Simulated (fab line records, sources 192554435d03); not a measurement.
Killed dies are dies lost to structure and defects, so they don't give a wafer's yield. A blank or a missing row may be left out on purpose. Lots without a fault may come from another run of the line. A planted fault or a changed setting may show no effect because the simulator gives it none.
Chamber matching | flow n5_finfet | N5_MOL_CONTACT_COAG_ETCHBACK_135 on rie_diel-01: 4 sister chambers
The step etches SiO2 in CHF3, target depth 25 nm, time 16.7 s. 7 wafers are shown with their chamber, then 7 later ones without.

WAFERS WITH THEIR CHAMBER
wafer  | chamber | throttle_valve_pct (%) | showerhead_plenum_p_Torr (Torr)
L135.4 | 3       | 18.39                  | 2.35
L143.4 | 0       | 18.32                  | 2.51
L150.2 | 1       | 18.87                  | 2.46
L150.4 | 2       | 19.11                  | 2.44
L150.5 | 2       | 19.10                  | 2.44
L134.2 | 0       | 18.32                  | 2.50
L134.3 | 1       | 18.89                  | 2.46

WAFERS WITHOUT THEIR CHAMBER
wafer  | throttle_valve_pct (%) | showerhead_plenum_p_Torr (Torr)
L134.5 | 18.89                  | 2.46
L152.4 | 18.43                  | 2.33
L152.5 | 18.35                  | 2.50
L152.6 | 18.88                  | 2.46
L153.1 | 18.88                  | 2.46
L153.3 | 18.44                  | 2.33
L153.6 | 19.11                  | 2.44

WHICH CHAMBER EACH WENT THROUGH
wafer  | from the rows above | in truth
L134.5 | 1                   | 1
L152.4 | 3                   | 3
L152.5 | 0                   | 0
L152.6 | 1                   | 1
L153.1 | 1                   | 1
L153.3 | 3                   | 3
L153.6 | 2                   | 2
Placed correctly: 7 of 7. Can't be placed from these rows: 0. Placed wrongly: 0.
How it was worked out, from the rows above alone: a wafer's distance from a chamber is the root of the sum, over the readings, of the square of ((its reading less the chamber's mean) divided by the reading's scatter). The wafer belongs to the nearest chamber; if the next one is less than 2 further off, it can't be placed. A chamber's mean is the mean of its shown wafers. The scatter: the root of (the sum of the squares of (reading less its chamber's mean) over the shown wafers, divided by (wafers less chambers)).
